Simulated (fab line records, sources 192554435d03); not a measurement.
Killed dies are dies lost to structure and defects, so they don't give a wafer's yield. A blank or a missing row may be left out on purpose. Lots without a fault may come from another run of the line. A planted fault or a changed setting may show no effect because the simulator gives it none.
One fault seen from 2 desks | flow n5_finfet | each desk has only its own numbers; what lay behind them comes last

THE TOOL OWNER'S DESK: vapor_etch-01
The tool's own readings at N5_STI_FIN_REVEAL_RECESS_09 (chemistry HF/NH3, target SiO2, afs cycles 11, target depth 42.5 nm, sublimation time 60 s): means of the sampled wafers that have a number, for each lot that ran on this tool. A lot is out of limits, marked OUT, if its mean lies more than 4 standard deviations from the usual mean; the brackets give that distance.
Columns: A = drypump_motor_current_A at N5_STI_FIN_REVEAL_RECESS_09, usual 6.1 A
lot  | first seen here | A
L333 | day 3 06:28     | 6.0
L334 | day 3 13:23     | 6.3
L336 | day 3 22:15     | 6.6
L340 | day 4 22:25     | 6.3
L341 | day 5 05:02     | 6.3
L343 | day 5 17:49     | 6.3
This desk's finding: nothing out of limits on any of the 6 lots.

THE METROLOGY DESK
What the gauges read, lot by lot, whatever tool the lot ran on: means of the sampled wafers that have a number. A lot is out of limits, marked OUT, if its mean lies more than 4 standard deviations from the usual mean; the brackets give that distance. Of its 12 readings 7 are shown: the one that was out of limits first, and those that lie furthest out on some lot.
Columns: A = cd_nm at N5_STI_FIN_REVEAL_CD_MEAS_22, usual 6.24 nm; B = trench_depth_nm at N5_STI_FIN_REVEAL_FIN_H_MEAS_10, usual 52.0 nm; C = DIBL_N at N5_BEOL_M4_RC_MEAS_101, usual 36.1 mV/V; D = ION_N at N5_BEOL_M4_RC_MEAS_101, usual 673 uA/um; E = ION_P at N5_BEOL_M4_RC_MEAS_101, usual 463 uA/um; F = SS_N at N5_BEOL_M4_RC_MEAS_101, usual 71.6 mV/dec; G = VT_P at N5_BEOL_M4_RC_MEAS_101, usual -250 mV
lot  | first seen here | A    | B               | C    | D   | E   | F    | G
L330 | day 2 13:53     | 6.10 | 51.8            | 37.5 | 664 | 458 | 72.4 | -248
L333 | day 3 09:09     | 6.21 | 52.4            | 36.9 | 679 | 469 | 71.4 | -248
L334 | day 3 16:04     | 6.29 | 50.8            | 37.1 | 661 | 448 | 71.7 | -256
L336 | day 4 00:55     | 6.18 | 51.0            | 35.0 | 677 | 467 | 71.2 | -248
L340 | day 5 00:34     | 6.21 | 52.1            | 34.5 | 674 | 462 | 71.0 | -247
L341 | day 5 07:13     | 6.57 | 56.8 (+7.3) OUT | 34.0 | 666 | 461 | 71.0 | -253
L342 | day 5 16:27     | 6.00 | 52.9            | 36.1 | 670 | 454 | 71.4 | -253
L343 | day 5 20:28     | 6.07 | 61.8 (+15) OUT  | 35.9 | 665 | 458 | 71.8 | -250
L352 | day 8 01:08     | 6.24 | 52.4            | 35.9 | 678 | 462 | 71.9 | -250
L353 | day 8 06:54     | 6.16 | 51.7            | 37.2 | 671 | 457 | 71.2 | -253
This desk's finding: out of limits on L341, L343; first on L341, day 5 07:14 (trench_depth_nm at N5_STI_FIN_REVEAL_FIN_H_MEAS_10). In limits: L330, L333, L334, L336, L340, L342, L352, L353.

PUT TOGETHER
The metrology desk could have raised an alarm at day 5 07:14, on L341, L343.
The tool owner's desk saw nothing out of limits.
The tool owner's desk has L341, L343 on record, within its limits.
Of the lots named, all ran N5_STI_FIN_REVEAL_RECESS_09 on vapor_etch-01.

WHAT THE SIMULATOR HAD PUT IN
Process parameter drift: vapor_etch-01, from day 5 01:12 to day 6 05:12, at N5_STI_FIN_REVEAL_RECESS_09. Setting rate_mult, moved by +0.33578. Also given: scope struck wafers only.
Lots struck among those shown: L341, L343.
Hours from the fault's start to each desk's first reading out of limits: the metrology desk, 6.
